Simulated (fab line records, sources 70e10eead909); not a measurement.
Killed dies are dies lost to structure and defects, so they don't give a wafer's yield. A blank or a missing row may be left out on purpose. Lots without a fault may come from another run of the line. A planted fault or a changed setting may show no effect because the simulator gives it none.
Problem report in the 8D (eight disciplines) form, filled by code | flow nand_harc | the parts of the form that need people (team, actions taken, sign-off) are left out

1. THE PROBLEM
thk_nm at NHARC_A_ONON_D2_THK_MEAS_30 reads a mean of 617 nm on 3 wafers of 2 lots; wafers without a fault read 1001 nm with a standard deviation of 10. That is -38 standard deviations from the usual mean.
The step: measures by ellipsometry.
First seen on wafer L757.3, day 15 21:03, on film_metro-01. The record holds 38 wafers of 13 lots with a number at this step. Rule for "out", or "out of limits": more than 4 standard deviations from the usual mean. The other wafers with a number count as sound.

2. WHAT IT IS AND WHAT IT IS NOT
question                    | is                           | is not
which readings at this step | thk_nm                       | -
which lots                  | L756, L757                   | L751, L752, L754, L763, L766, L767, L768, L769, L770, L771, L772
which wafers of those lots  | L756.3, L756.4, L757.3       | L757.1, L757.2
read on which gauges        | film_metro-01, film_metro-02 | -
when                        | from day 15 21:03            | up to then (11 sound wafers); but 24 sound wafers of L763, L766, L767, L768, L769, L770, L771, L772 came after

3. SUSPECTS, AND WHAT RULES EACH OUT
Counting: a tool at a process step up to the reading stays a suspect if it ran every lot that is out. Sound lots after the first of them don't rule it out here, since some wafers of a struck lot are sound.
- the gauge at NHARC_A_ONON_D2_THK_MEAS_30: ruled out. The wafers that are out were read on 2 gauges (film_metro-01, film_metro-02).
- pecvd_onon-03 at NHARC_A_ONON_D2_DEP_28 (target thk 1000 nm): kept. It ran every lot that is out, first L757 (day 15 20:32); its last sound lot up to then is L754 (day 14 20:43).
Left after counting: pecvd_onon-03 at NHARC_A_ONON_D2_DEP_28.

4. THE CAUSE (what the simulator had put in)
Process parameter drift: pecvd_onon-03, from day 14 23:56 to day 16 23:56, at NHARC_A_ONON_D2_DEP_28. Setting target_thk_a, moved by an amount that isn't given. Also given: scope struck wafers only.
Counting left only this tool.

5. THE CHAIN OF EFFECTS, in route order
Each row: a reading whose mean over the struck wafers that have a number lies more than 3 standard deviations from the usual. Only readings for which the record gives a usual standard deviation are gone through. hours: the time from each lot's start at the first step in this table that gives one to its start at this step, as a median over the lots. sigmas: the change in usual standard deviations.
hours | step                        | reading         | usual   | on struck wafers | change | sigmas
0     | NHARC_A_ONON_D2_THK_MEAS_30 | thk_nm          | 1001 nm | 617              | -384   | -38
270   | NHARC_END_SORT_01           | killed_at_array | 54      | 675              | +621   | +39
270   | NHARC_END_SORT_01           | killed_dies     | 58      | 677              | +619   | +39

6. WHAT WOULD HAVE CAUGHT IT SOONER
In this record the first reading out of limits at a measuring or inspecting step was taken at day 15 21:03, 21 hours after the fault began at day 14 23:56.
Of the lots that are out (2), L756 began NHARC_A_ONON_D2_DEP_28 on pecvd_onon-03 after day 15 21:03. A hold on the tool at that time would have spared it.
